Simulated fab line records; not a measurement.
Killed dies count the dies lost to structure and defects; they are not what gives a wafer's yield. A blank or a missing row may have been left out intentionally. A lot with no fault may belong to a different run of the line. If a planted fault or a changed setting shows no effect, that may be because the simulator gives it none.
fab line records	flow n5Finfet
[record] lots = 9	wafers = 26	lastDay = 21
route steps=1938 shown DUMMY_GATE@236 SPACER0@259 BEOL_M4@1111 PASSIVATION@1936
lots untouched by any fault: they come from a run of this same line in which no faults occurred
startH: the number of hours between the record's first day and the start of the first shown wafer of the lot	waitH: hours since the lot's step before	" repeats the value in the row above	L1.1+2: a single row standing in for several wafers	- no value, or no start was given	* or withheld: withheld	< > ~ a bound
route shown NAME@n: NAME is a module with steps in the file, n the number in the route of the first one	usual: mean and standard deviation over wafers with no fault	same: alike in all rows	chamber/n: place in a boat	sites: per-site readings	_std_site: their standard deviation	_edge_site: inner sites' mean taken away from outer sites' mean	radiusMm: for every site, how far away it sits from the centre of the wafer	mask NAME#n: copy n	behind: the tool/chamber that last shaped the wafer	hold: the reason the lot was held/the length of the hold in hours/how it ended	device: which transistor (n, p or np) failed to switch	end of line: tests run on the same wafers once the route is complete	step lacking rows: just its recipe	killed: dies lost to structure and defects at the first sort, not the wafer's yield	map: per-die view of a wafer (x killed, . not killed, _ where there is no die)
set.NAME: setting as actually run; set.NAME@STEP: the setting as run at that earlier step	model.NAME: the simulator's own value behind a step, which no gauge read
the route's steps for a sample of lots (tables are steps, rows are wafers)
services: the hour from which a tool's chamber was out of use, counted from the record's first day as startH (under 0 if before that day), plus the number of hours and why
[[steps]]
[step N5_DUMMY_GATE_ETCH_36]
[recipe] chemistry = CF4	target = SiARC	targetDepthA = 130	pressureMtorr = 40	sourceW = 545	biasW = 36	Ar_flow_sccm = 100	cf4FlowSccm = 100	ionEnergyEv = 80
[usual] drypumpMotorCurrentA = 5.6/0.47	oesProductAu = 0.76/0.053	rfVppV = 184.2/1.3	showerheadPlenumPTorr = 2.16/0.082	throttleValvePct = 15.67/0.2
lot.wafer	tool	chamber	startH	waitH	drypumpMotorCurrentA	oesProductAu	rfHoursCounterH	rfVppV	showerheadPlenumPTorr	throttleValvePct
L787.2	rieDiel-02	1	52.04	0.0	6.4	0.84	50	185.0	2.26	15.44
L787.4	"	2	"	"	5.1	0.73	184	185.5	2.21	15.61
L789.2	rieDiel-05	2	63.74	0.0	6.1	0.82	97	185.4	2.26	15.49
L789.3	"	1	"	"	5.5	0.73	173	184.9	2.22	15.78
L789.5	"	0	"	"	5.0	0.74	-	181.9	2.06	15.71
L793.3	rieDiel-05	1	89.56	0.0	5.5	0.74	177	185.0	2.22	15.76
L793.5	"	1	"	"	5.6	0.74	-	184.8	2.22	15.78
L793.6	"	0	"	"	5.0	0.74	-	183.8	2.06	15.70
L794.3	rieDiel-06	3	93.39	0.0	6.0	0.70	237	184.4	2.19	15.87
L794.4	"	2	"	"	5.6	0.74	190	184.0	2.15	15.63
L794.6	"	3	"	"	6.0	0.71	-	184.4	2.19	15.88
L804.2	rieDiel-05	2	154.69	0.0	6.1	0.80	111	185.1	2.26	15.50
L804.3	"	0	"	"	5.0	0.72	158	183.4	2.06	15.72
L804.5	"	1	"	"	5.6	0.72	-	184.4	2.22	15.79
L805.2	rieDiel-05	0	160.74	0.0	5.0	0.73	161	182.8	2.06	15.75
L805.3	"	2	"	"	6.1	0.80	113	184.5	2.26	15.53
L805.6	"	1	"	"	5.6	0.72	-	183.7	2.22	15.80
L806.2	rieDiel-02	1	168.67	0.0	6.4	0.81	77	185.9	2.25	15.48
L806.3	"	2	"	"	5.0	0.70	210	185.2	2.20	15.69
L806.4	"	3	"	"	5.7	0.82	73	182.6	2.08	15.80
L808.1	rieDiel-06	2	178.90	0.0	5.5	0.71	217	183.2	2.14	15.66
L808.2	"	0	"	"	5.8	0.76	128	182.5	2.14	15.77
L808.5	"	1	"	"	5.5	0.81	-	185.7	2.24	15.28
L809.4	rieDiel-05	1	185.09	0.0	5.6	0.72	-	185.4	2.21	15.83
L809.5	"	2	"	"	6.1	0.79	-	186.2	2.25	15.55
L809.6	"	0	"	"	5.0	0.72	-	183.3	2.05	15.76
[step N5_DUMMY_GATE_TRIM_49]
[recipe] chemistry = O2	resist = SOC	timeS = 29	targetCdNm = 14	sourcePowerW = 300	biasPowerW = 0	O2_flow_sccm = 100	tempC = 20
[usual] drypumpMotorCurrentA = 5.7/0.5	oesProductAu = 1.000/0.023	throttleValvePct = 8.20/0.18
lot.wafer	tool	chamber	startH	waitH	drypumpMotorCurrentA	oesProductAu	rfHoursCounterH	throttleValvePct
L787.2	rieSi-04	2	52.16	0.0	6.4	1.015	98	8.29
L787.4	"	0	"	"	5.9	0.984	0	7.95
L789.2	rieSi-05	3	63.86	0.0	5.4	1.029	76	8.11
L789.3	"	2	"	"	5.7	0.982	148	8.31
L789.5	"	1	"	"	5.0	0.978	-	8.04
L793.3	rieSi-02	3	89.68	0.0	6.7	0.993	31	8.17
L793.5	"	1	"	"	6.1	0.998	-	8.44
L793.6	"	0	"	"	5.9	0.984	-	8.44
L794.3	rieSi-02	3	93.51	0.0	6.7	0.981	31	8.19
L794.4	"	0	"	"	5.9	0.985	-	8.42
L794.6	"	3	"	"	6.7	0.985	-	8.17
L804.2	rieSi-04	3	154.81	0.0	5.3	1.016	148	8.04
L804.3	"	0	"	"	5.9	0.979	2	7.94
L804.5	"	0	"	"	5.9	0.974	-	7.93
L805.2	rieSi-02	3	160.87	0.0	6.7	0.984	33	8.18
L805.3	"	1	"	"	6.1	0.990	147	8.45
L805.6	"	3	"	"	6.7	0.973	-	8.16
L806.2	rieSi-05	1	168.79	0.0	5.0	0.969	32	8.03
L806.3	"	3	"	"	5.4	1.018	78	8.10
L806.4	"	3	"	"	5.4	1.013	-	8.09
L808.1	rieSi-04	2	179.02	0.0	6.4	1.041	100	8.31
L808.2	"	3	"	"	5.3	1.022	149	8.02
L808.5	"	0	"	"	5.9	0.985	-	7.92
L809.4	rieSi-02	2	185.20	0.0	6.1	1.058	2	8.08
L809.5	"	1	"	"	6.1	1.002	-	8.47
L809.6	"	0	"	"	6.0	0.999	-	8.44
[step N5_DUMMY_GATE_STRIP_48]
[recipe] chemistry = N2/H2	timeS = 20	powerW = 100	tempC = 40	pressureMtorr = 100	rfFrequencyHz = 6e+07	biasPowerW = 3	n2FlowSccm = 300	h2FlowSccm = 300
[usual] biasPowerW = 3.000/0.0098	chamberPressureMTorr = 100.01/0.099	drypumpMotorCurrentA = 5.6/0.46	oesProductAu = 0.76/0.057	rfVppV = 45.3/0.91	showerheadPlenumPTorr = 3.40/0.13	throttleValvePct = 12.31/0.24
lot.wafer	tool	chamber	startH	waitH	biasPowerW	chamberPressureMTorr	drypumpMotorCurrentA	oesProductAu	rfHoursCounterH	rfVppV	showerheadPlenumPTorr	throttleValvePct
L787.2	rieDiel-05	3	52.90	0.0	2.999	100.04	5.7	0.74	141	45.8	3.26	12.14
L787.4	"	0	"	"	2.991	99.97	5.0	0.74	142	45.7	3.24	12.19
L789.2	rieDiel-02	1	64.60	0.0	3.013	100.06	6.4	0.87	52	45.2	3.56	11.93
L789.3	"	0	"	"	2.999	99.89	4.9	0.72	204	45.2	3.19	12.66
L789.5	"	2	"	"	3.008	99.97	5.1	0.75	-	47.1	3.49	12.29
L793.3	rieDiel-05	2	90.42	0.0	2.985	99.94	6.1	0.80	101	44.2	3.58	12.28
L793.5	"	1	"	"	2.992	100.01	5.6	0.74	-	46.4	3.52	12.43
L793.6	"	0	"	"	2.996	100.19	5.0	0.74	-	45.3	3.24	12.23
L794.3	rieDiel-05	3	94.25	0.0	2.988	100.21	5.7	0.74	147	46.0	3.25	12.16
L794.4	"	2	"	"	2.989	100.02	6.1	0.80	102	45.4	3.58	12.27
L794.6	"	2	"	"	3.008	100.22	6.1	0.81	-	45.9	3.58	12.27
L804.2	rieDiel-05	3	155.68	0.0	-	-	-	-	-	-	-	-
L804.3	"	1	"	"	-	-	-	-	-	-	-	-
L804.5	"	3	"	"	-	-	-	-	-	-	-	-
L805.2	rieDiel-02	3	161.67	0.0	-	-	-	-	-	-	-	-
L805.3	"	0	"	"	-	-	-	-	-	-	-	-
L805.6	"	3	"	"	-	-	-	-	-	-	-	-
L806.2	rieDiel-05	1	169.63	0.0	-	-	-	-	-	-	-	-
L806.3	"	3	"	"	-	-	-	-	-	-	-	-
L806.4	"	0	"	"	-	-	-	-	-	-	-	-
L808.1	rieDiel-05	1	179.93	0.0	3.018	100.22	5.6	0.71	198	45.9	3.50	12.49
L808.2	"	2	"	"	3.009	99.91	6.1	0.79	121	45.1	3.56	12.33
L808.5	"	0	"	"	2.985	100.01	5.0	0.73	-	44.6	3.22	12.27
L809.4	rieDiel-05	2	186.05	0.0	3.019	99.96	6.1	0.78	-	46.1	3.56	12.33
L809.5	"	1	"	"	3.013	99.99	5.6	0.71	-	45.2	3.50	12.50
L809.6	"	0	"	"	2.998	100.17	5.0	0.72	-	45.9	3.22	12.30
[step N5_SPACER0_ALD_00]
[recipe] material = SiOCN	targetThkA = 35	tempC = 400	aldPrecursorFamily = alkyl-aminosilane	aldCoReactant = O2/N2-plasma	pulseTimeS = 3	purgeTimeS = 2	coReactantPurgeTimeS = 2	aldCycles = 58	pressureTorr = 2
[usual] heaterPowerOuterW = 519/70	heaterPowerW = 829/92	precursorPulseHeightRel = 0.996/0.023	susceptorTempC = 399.97/0.22
lot.wafer	tool	chamber	startH	waitH	heaterPowerOuterW	heaterPowerW	precursorPulseHeightRel	susceptorTempC
L787.2	aldSin-03	0	53.48	0.1	636	952	0.982	399.94
L787.4	"	2	"	"	491	790	1.029	399.95
L789.2	aldSin-02	1	64.97	0.1	480	772	0.977	400.11
L789.3	"	2	"	"	481	768	0.994	400.00
L789.5	"	1	"	"	475	809	0.964	400.22
L793.3	aldSin-01	3	91.09	0.1	580	895	0.987	400.20
L793.5	"	1	"	"	565	891	1.006	399.84
L793.6	"	2	"	"	581	859	0.974	399.77
L794.3	aldSin-03	2	94.62	0.1	501	828	1.028	400.23
L794.4	"	0	"	"	646	954	0.974	400.10
L794.6	"	0	"	"	619	947	0.957	399.96
L804.2	aldSin-02	0	157.04	0.1	395	630	1.014	399.94
L804.3	"	3	"	"	489	806	0.966	400.07
L804.5	"	3	"	"	493	801	0.995	399.97
L805.2	aldSin-01	1	162.04	0.1	562	915	1.033	400.24
L805.3	"	3	"	"	565	866	1.008	399.79
L805.6	"	1	"	"	562	912	1.001	400.49
L806.2	aldSin-02	1	170.34	0.1	442	743	0.973	400.10
L806.3	"	3	"	"	489	806	1.016	400.20
L806.4	"	1	"	"	433	736	1.035	399.78
L808.1	aldSin-01	2	180.31	0.1	573	878	1.022	400.48
L808.2	"	1	"	"	563	892	0.998	400.16
L808.5	"	0	"	"	486	758	1.044	400.07
L809.4	aldSin-01	1	186.69	0.1	554	916	0.987	400.03
L809.5	"	0	"	"	481	738	0.987	399.78
L809.6	"	1	"	"	563	913	1.007	400.14
[step N5_BEOL_M4_RC_MEAS_101]
[usual] DIBL_N = 36.1/2.3	DIBL_P = 36/3.2	IOFF_N = 0.16/0.045	IOFF_P = 0.21/0.049	ION_N = 674/14	ION_P = 462/8.4	SS_N = 71.6/0.83	SS_P = 73.2/0.87	VT_N = 249/3.8	VT_P = -250/3.4
lot.wafer	tool	chamber	startH	waitH	DIBL_N[mV/V]	DIBL_P[mV/V]	IOFF_N[nA/um]	IOFF_P[nA/um]	ION_N[uA/um]	ION_P[uA/um]	SS_N[mV/dec]	SS_P[mV/dec]	VT_N[mV]	VT_P[mV]
L789.2	prober-01	0	260.07	0.2	39.1	42	0.22	0.29	686	468	72.3	74.4	246	-246
L789.3	"	0	"	"	38.2	40	0.20	0.26	679	465	72.0	73.7	248	-246
L789.5	"	0	"	"	36.7	39	0.19	0.26	695	481	71.3	73.7	244	-246
L787.2	prober-01	0	271.85	0.2	33.3	35	0.12	0.19	655	460	70.6	73.0	254	-250
L787.4	"	0	"	"	34.5	36	0.13	0.23	664	464	70.5	72.7	249	-244
L794.3	prober-02	0	286.86	0.3	34.9	34	0.12	0.15	652	444	70.7	71.9	253	-255
L794.4	"	0	"	"	36.0	36	0.14	0.19	668	456	71.9	73.5	251	-255
L794.6	"	0	"	"	34.8	33	0.12	0.15	645	439	70.9	72.9	254	-257
L793.3	prober-02	0	311.05	0.3	37.8	38	0.18	0.23	684	470	72.6	73.9	251	-250
L793.5	"	0	"	"	42.2	44	0.31	0.34	692	471	73.7	76.2	243	-247
L793.6	"	0	"	"	36.9	37	0.17	0.22	694	468	71.5	73.5	246	-250
L804.2	prober-02	0	355.66	0.2	36.0	35	0.16	0.22	669	460	71.3	72.8	248	-247
L804.3	"	0	"	"	34.3	33	0.15	0.20	670	459	71.2	72.3	248	-248
L804.5	"	0	"	"	38.8	39	0.24	0.29	688	464	72.0	73.4	243	-247
L806.2	prober-02	0	358.83	0.2	37.6	38	0.17	0.20	673	458	71.3	73.8	248	-252
L806.3	"	0	"	"	39.2	41	0.21	0.28	674	466	72.2	75.1	249	-249
L806.4	"	0	"	"	36.5	37	0.15	0.20	675	462	71.2	73.9	248	-254
L808.1	prober-02	0	364.44	0.0	39.9	39	0.22	0.24	707	474	72.3	74.2	244	-250
L808.2	"	0	"	"	36.0	34	0.14	0.17	661	450	70.8	73.0	250	-252
L808.5	"	0	"	"	35.4	33	0.13	0.17	670	460	70.4	72.0	251	-248
L805.2	prober-01	0	388.49	0.2	35.1	37	0.15	0.23	659	460	71.3	73.8	250	-250
L805.3	"	0	"	"	36.6	38	0.19	0.23	682	457	72.4	73.2	248	-250
L805.6	"	0	"	"	35.3	37	0.15	0.21	665	454	71.9	73.4	252	-250
L809.4	prober-01	0	394.25	0.5	37.5	39	0.20	0.25	683	463	72.7	73.3	246	-248
L809.5	"	0	"	"	40.1	42	0.24	0.29	679	461	72.7	74.2	246	-248
L809.6	"	0	"	"	37.4	38	0.19	0.24	681	466	72.0	73.7	247	-247
[step N5_PASSIVATION_PROBE_49]
[usual] defectLimitedYield = 90.9/1.6	killed_at_M0_to_M3 = 37/11	killed_at_M4_up = 15/5.6	killedAtContacts = 13/6.4	killedAtFrontEnd = 39/11	killedAtOther = 4/3.1	killedDies = 107/19	killedOpen = 71/14	killedShort = 34/7.8	sort_bin_4_leakage = 0.01/0.053	sort_bin_5_function = 5.3/1	sort_bin_6_memory = 3.4/0.72	sort_bin_8_speed = 0.0/0.42	sortNPass = 1072/20	sortYieldPct = 90.9/1.7
[same] grossDies = 1180	killedAtBackSide = 0
lot.wafer	tool	chamber	startH	waitH	defectLimitedYield[%]	killed_at_M0_to_M3	killed_at_M4_up	killedAtContacts	killedAtFrontEnd	killedAtOther	killedDies	killedOpen	killedShort	sort_bin_4_leakage[%]	sort_bin_5_function[%]	sort_bin_6_memory[%]	sort_bin_8_speed[%]	sortNPass	sortYieldPct[%]
L789.2	prober-02	-	368.48	0.1	89.5	41	23	26	30	4	124	82	34	0	5.2	4.4	0	1056	89.5
L789.3	prober-02	-	368.53	0.1	90.3	36	10	15	52	2	115	68	37	0	5.3	3.4	0	1065	90.3
L789.5	prober-02	-	368.63	0.2	88.6	33	22	16	50	14	135	78	48	0	5.8	4.6	0	1045	88.6
L787.2	prober-01	-	370.53	0.1	91.1	43	14	10	32	6	105	62	38	0	4.7	3.6	0	1075	91.1
L787.4	prober-01	-	370.63	0.2	94.2	21	15	4	27	2	69	40	25	0	3.7	2.1	0	1111	94.2
L794.3	prober-01	-	406.32	0.1	90.4	43	9	12	37	12	113	81	30	0	6.1	3.3	0.2	1065	90.3
L794.4	prober-01	-	406.37	0.2	88.5	42	14	12	55	13	136	103	31	0	7.3	3.8	0	1044	88.5
L794.6	prober-01	-	406.47	0.3	90.3	35	7	25	43	4	114	85	28	0	5.2	4.2	0.2	1064	90.2
L793.3	prober-02	-	430.31	0.1	88.8	40	20	15	48	9	132	89	41	0	7.0	4.0	0	1048	88.8
L793.5	prober-02	-	430.41	0.2	88.2	45	25	21	41	7	139	101	34	0.51	6.6	4.8	0	1035	87.7
L793.6	prober-02	-	430.46	0.3	90.5	47	20	10	28	7	112	68	42	0	4.7	4.2	0	1068	90.5
L808.1	prober-02	-	479.04	0.0	93.6	39	10	12	14	1	76	54	21	0	4.2	2.1	0	1104	93.6
L808.2	prober-02	-	479.09	0.1	91.5	54	10	9	26	1	100	67	32	0	4.9	3.4	0	1080	91.5
L808.5	prober-02	-	479.24	0.2	91.9	47	10	10	24	5	96	64	32	0	4.5	3.4	0	1084	91.9
L804.2	prober-02	-	491.57	0.1	90.8	25	17	9	54	3	108	65	41	0	5.4	3.5	0	1072	90.8
L804.3	prober-02	-	491.62	0.1	89.5	29	25	14	55	1	124	83	36	0	5.9	4.3	0	1056	89.5
L804.5	prober-02	-	491.72	0.2	91.1	36	15	11	40	3	105	69	35	0	5.4	3.3	0	1075	91.1
L805.2	prober-02	-	494.88	0.1	85.3	67	14	36	50	6	173	122	50	0	9.2	4.8	0	1007	85.3
L805.3	prober-02	-	494.93	0.1	89.5	40	21	15	46	2	124	81	43	0	6.3	4.1	0	1056	89.5
L805.6	prober-02	-	495.08	0.3	89.7	39	21	22	38	1	121	88	33	0	6.9	3.0	0	1059	89.7
L806.2	prober-01	-	496.22	0.1	92.1	25	15	10	41	2	93	59	33	0	4.8	2.9	0	1087	92.1
L806.3	prober-01	-	496.27	0.1	90.3	36	11	10	55	3	115	72	41	0	6.0	3.4	0	1065	90.3
L806.4	prober-01	-	496.32	0.2	89.4	48	17	18	41	1	125	97	27	0	6.4	3.8	0	1055	89.4
L809.4	prober-02	-	506.92	0.6	88.6	68	3	14	49	1	135	93	40	0	6.4	4.4	0	1045	88.6
L809.5	prober-02	-	506.97	0.7	90.5	34	14	10	50	4	112	65	44	0	5.6	3.2	0	1068	90.5
L809.6	prober-02	-	507.02	0.7	93.2	37	7	4	29	3	80	54	25	0	4.4	2.4	0	1100	93.2
// killed by level:class
L789.2 MOL_CONTACT_COAG:geometricParticle:open=22 BEOL_M4:geometricParticle:open=12 DUMMY_GATE:geometricParticle:open=9 BEOL_M0_SAQP:geometricParticle:short=9 BEOL_M3:geometricParticle:open=8 BEOL_M2:geometricParticle:open=7 BEOL_M0_SAQP:geometricParticle:open=6 BEOL_M5:geometricParticle:open=5
L789.3 MOL_CONTACT_COAG:geometricParticle:open=12 FIN_SAQP:geometricParticle:open=10 FIN_SAQP:geometricParticle:short=9 HKMG_FIN:areaEtch=8 BEOL_M2:geometricParticle:open=7 STI_FIN_REVEAL:geometricParticle:open=6 BEOL_M0_SAQP:geometricParticle:short=6 BEOL_M0_SAQP:geometricParticle:open=6
L789.5 FIN_SAQP:geometricParticle:short=11 BEOL_M4:geometricParticle:open=10 FIN_SAQP:geometricParticle:open=9 MOL_CONTACT_COAG:geometricParticle:open=9 BEOL_M3:geometricParticle:open=8 BEOL_M5:geometricParticle:open=7 MOL_CONTACT_COAG:geometricParticle:short=7 BEOL_M0_SAQP:geometricParticle:open=7
L787.2 BEOL_M0_SAQP:geometricParticle:open=15 BEOL_M0_SAQP:geometricParticle:short=13 GATE_CUT:geometricParticle:short=9 MOL_CONTACT_COAG:geometricParticle:open=7 FIN_SAQP:geometricParticle:open=6 GATE_CUT:geometricParticle:open=5 BEOL_M1:geometricParticle:open=5 BEOL_M4:geometricParticle:open=4
L787.4 BEOL_M0_SAQP:geometricParticle:short=7 BEOL_M4:geometricParticle:open=6 DUMMY_GATE:geometricParticle:open=4 GATE_CUT:geometricParticle:open=4 FIN_SAQP:geometricParticle:short=3 FIN_SAQP:geometricParticle:open=3 GATE_CUT:geometricParticle:short=3 BEOL_M0_SAQP:geometricParticle:open=3
L794.3 BEOL_M2:geometricParticle:open=15 FIN_SAQP:geometricParticle:open=13 MOL_CONTACT_COAG:geometricParticle:open=11 STI_FIN_REVEAL:geometricParticle:open=8 BEOL_M1:geometricParticle:open=8 FIN_SAQP:geometricParticle:short=6 BEOL_M0_SAQP:geometricParticle:open=5 BEOL_M3:geometricParticle:open=5
L794.4 STI_FIN_REVEAL:geometricParticle:open=25 FIN_SAQP:geometricParticle:open=15 MOL_CONTACT_COAG:geometricParticle:open=12 BEOL_M0_SAQP:geometricParticle:open=8 BEOL_M0_SAQP:geometricParticle:short=8 BEOL_M2:geometricParticle:open=6 BEOL_M0:geometricParticle:open=5 BEOL_M3:geometricParticle:open=5
L794.6 MOL_CONTACT_COAG:geometricParticle:open=21 STI_FIN_REVEAL:geometricParticle:open=12 BEOL_M2:geometricParticle:open=10 FIN_SAQP:geometricParticle:open=9 BEOL_M1:geometricParticle:open=9 DUMMY_GATE:geometricParticle:open=4 GATE_CUT:geometricParticle:short=4 MOL_CONTACT_COAG:geometricParticle:short=4
L793.3 DUMMY_GATE:geometricParticle:open=13 MOL_CONTACT_COAG:geometricParticle:open=12 BEOL_M4:geometricParticle:open=12 BEOL_M1:geometricParticle:open=11 BEOL_M2:geometricParticle:open=11 FIN_SAQP:geometricParticle:short=8 STI_FIN_REVEAL:geometricParticle:open=8 FIN_SAQP:geometricParticle:open=7
L793.5 MOL_CONTACT_COAG:geometricParticle:open=18 BEOL_M2:geometricParticle:open=15 BEOL_M0_SAQP:geometricParticle:open=14 BEOL_M4:geometricParticle:open=13 FIN_SAQP:geometricParticle:open=10 DUMMY_GATE:geometricParticle:open=7 FIN_SAQP:geometricParticle:short=6 STI_FIN_REVEAL:geometricParticle:open=4
L793.6 BEOL_M4:geometricParticle:open=14 BEOL_M2:geometricParticle:open=13 MOL_CONTACT_COAG:geometricParticle:open=8 BEOL_M3:geometricParticle:open=8 FIN_SAQP:geometricParticle:short=7 BEOL_M0_SAQP:geometricParticle:short=7 BEOL_M2:geometricParticle:short=6 STARTING-WAFER:geometricParticle:short=4
L808.1 MOL_CONTACT_COAG:geometricParticle:open=11 BEOL_M0_SAQP:geometricParticle:open=10 BEOL_M0_SAQP:geometricParticle:short=8 BEOL_M3:geometricParticle:open=8 BEOL_M1:geometricParticle:open=5 BEOL_M4:geometricParticle:open=5 STI_FIN_REVEAL:geometricParticle:open=3 BEOL_M2:geometricParticle:open=3
L808.2 BEOL_M2:geometricParticle:open=14 BEOL_M0_SAQP:geometricParticle:open=10 MOL_CONTACT_COAG:geometricParticle:open=9 BEOL_M0_SAQP:geometricParticle:short=6 BEOL_M1:geometricParticle:short=6 BEOL_M1:geometricParticle:open=6 BEOL_M3:geometricParticle:open=6 BEOL_M4:geometricParticle:open=5
L808.5 BEOL_M2:geometricParticle:open=13 BEOL_M3:geometricParticle:open=10 MOL_CONTACT_COAG:geometricParticle:open=7 DUMMY_GATE:geometricParticle:open=6 BEOL_M0_SAQP:geometricParticle:open=6 BEOL_M0_SAQP:geometricParticle:short=5 BEOL_M1:geometricParticle:open=5 FIN_SAQP:geometricParticle:short=3
L804.2 FIN_SAQP:geometricParticle:short=12 FIN_SAQP:geometricParticle:open=11 BEOL_M4:geometricParticle:open=10 STI_FIN_REVEAL:geometricParticle:open=9 MOL_CONTACT_COAG:geometricParticle:open=9 BEOL_M1:geometricParticle:open=6 STI_FIN_REVEAL:geometricParticle:short=5 SPACER0:geometricParticle:short=4
L804.3 STI_FIN_REVEAL:geometricParticle:open=15 MOL_CONTACT_COAG:geometricParticle:open=10 BEOL_M4:geometricParticle:open=10 FIN_SAQP:geometricParticle:short=9 FIN_SAQP:geometricParticle:open=8 BEOL_M1:geometricParticle:open=7 BEOL_M0_SAQP:geometricParticle:short=5 BEOL_M5:geometricParticle:short=5
L804.5 STI_FIN_REVEAL:geometricParticle:open=11 BEOL_M0_SAQP:geometricParticle:open=11 BEOL_M0_SAQP:geometricParticle:short=8 FIN_SAQP:geometricParticle:open=7 MOL_CONTACT_COAG:geometricParticle:open=6 FIN_SAQP:geometricParticle:short=5 DUMMY_GATE:geometricParticle:open=5 MOL_CONTACT_COAG:geometricParticle:short=5
L805.2 MOL_CONTACT_COAG:geometricParticle:open=31 BEOL_M0_SAQP:geometricParticle:open=16 BEOL_M0_SAQP:geometricParticle:short=14 BEOL_M1:geometricParticle:open=13 BEOL_M2:geometricParticle:open=13 DUMMY_GATE:geometricParticle:open=9 FIN_SAQP:geometricParticle:short=8 STI_FIN_REVEAL:geometricParticle:open=8
L805.3 BEOL_M0_SAQP:geometricParticle:short=13 MOL_CONTACT_COAG:geometricParticle:open=13 BEOL_M0_SAQP:geometricParticle:open=13 GATE_CUT:geometricParticle:short=10 FIN_SAQP:geometricParticle:open=8 STI_FIN_REVEAL:geometricParticle:open=8 BEOL_M4:geometricParticle:open=8 BEOL_M2:geometricParticle:open=5
L805.6 MOL_CONTACT_COAG:geometricParticle:open=18 BEOL_M0_SAQP:geometricParticle:open=12 BEOL_M4:geometricParticle:open=11 FIN_SAQP:geometricParticle:open=9 DUMMY_GATE:geometricParticle:open=9 BEOL_M0_SAQP:geometricParticle:short=8 SPACER0:geometricParticle:open=5 BEOL_M1:geometricParticle:short=5
L806.2 STI_FIN_REVEAL:geometricParticle:open=10 BEOL_M3:geometricParticle:open=9 MOL_CONTACT_COAG:geometricParticle:open=8 BEOL_M4:geometricParticle:short=6 FIN_SAQP:geometricParticle:open=5 BEOL_M0_SAQP:geometricParticle:short=5 SPACER0:geometricParticle:open=4 SPACER0:geometricParticle:short=4
L806.3 STI_FIN_REVEAL:geometricParticle:open=16 BEOL_M3:geometricParticle:open=9 STI_FIN_REVEAL:geometricParticle:short=7 MOL_CONTACT_COAG:geometricParticle:open=7 BEOL_M0_SAQP:geometricParticle:short=6 FIN_SAQP:geometricParticle:open=5 GATE_CUT:geometricParticle:short=5 BEOL_M0:geometricParticle:open=5
L806.4 MOL_CONTACT_COAG:geometricParticle:open=16 BEOL_M3:geometricParticle:open=14 STI_FIN_REVEAL:geometricParticle:open=12 BEOL_M0_SAQP:geometricParticle:open=10 BEOL_M4:geometricParticle:open=8 FIN_SAQP:geometricParticle:open=7 DUMMY_GATE:geometricParticle:open=6 BEOL_M0_SAQP:geometricParticle:short=6
L809.4 BEOL_M0_SAQP:geometricParticle:open=23 BEOL_M0_SAQP:geometricParticle:short=14 STI_FIN_REVEAL:geometricParticle:open=12 BEOL_M3:geometricParticle:open=12 FIN_SAQP:geometricParticle:open=11 MOL_CONTACT_COAG:geometricParticle:open=10 FIN_SAQP:geometricParticle:short=9 BEOL_M2:geometricParticle:open=9
L809.5 FIN_SAQP:geometricParticle:short=17 FIN_SAQP:geometricParticle:open=11 BEOL_M0_SAQP:geometricParticle:open=10 MOL_CONTACT_COAG:geometricParticle:open=8 BEOL_M2:geometricParticle:open=6 BEOL_M3:geometricParticle:open=6 SPACER0:geometricParticle:short=5 BEOL_M0_SAQP:geometricParticle:short=5
L809.6 BEOL_M1:geometricParticle:open=8 BEOL_M0_SAQP:geometricParticle:short=7 FIN_SAQP:geometricParticle:open=5 BEOL_M0_SAQP:geometricParticle:open=5 BEOL_M3:geometricParticle:open=5 STI_FIN_REVEAL:geometricParticle:open=4 MOL_CONTACT_COAG:geometricParticle:open=4 BEOL_M0:geometricParticle:open=4
[[services]]
tool	chamber	startH	hours	kind
rieDiel-05	3	36.76	2.9	repair
rieSi-02	2	58.98	4.3	repair
aldSin-02	0	59.77	3.7	repair
rieSi-05	-	66.79	14.3	repair
rieSi-02	-	69.10	0.4	repair
aldSin-03	3	78.05	2.7	repair
rieSi-02	2	78.99	-	clean
rieSi-02	2	78.99	24.0	scheduledDown
rieSi-02	2	78.99	24.0	ventCycle
aldSin-02	-	81.95	0.8	pm
aldSin-02	-	85.87	14.0	pm
aldSin-02	0	85.87	14.0	ventCycle
aldSin-02	1	85.87	14.0	ventCycle
rieSi-04	1	86.45	8.8	repair
rieDiel-05	-	95.09	0.1	repair
aldSin-03	0	102.01	11.3	repair
rieDiel-06	3	141.41	1.3	repair
rieSi-05	0	141.82	21.8	repair
rieDiel-06	3	156.83	2.9	repair
aldSin-03	0	159.56	17.0	repair
rieDiel-02	-	169.40	14.6	pm
rieSi-04	1	170.68	5.3	repair
aldSin-03	-	178.22	14.0	pm
rieDiel-05	3	183.44	8.8	repair
[[key]]
[firstSign] step = N5_DUMMY_GATE_STRIP_48	reading = toolRecord	direction = missing
effect none on later readings
metAt N5_DUMMY_GATE_STRIP_48
struckLots L804,L805,L806
notActingAt N5_DUMMY_GATE_ETCH_36,N5_DUMMY_GATE_TRIM_49,N5_SPACER0_ALD_00
onsetBetween 94.25 155.68
[fault] kind = skippedStepWhole	tool = rieDiel-02,rieDiel-05	chamber = -	onsetH = 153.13	steps = N5_DUMMY_GATE_STRIP_48	scope = struckLotsOnly
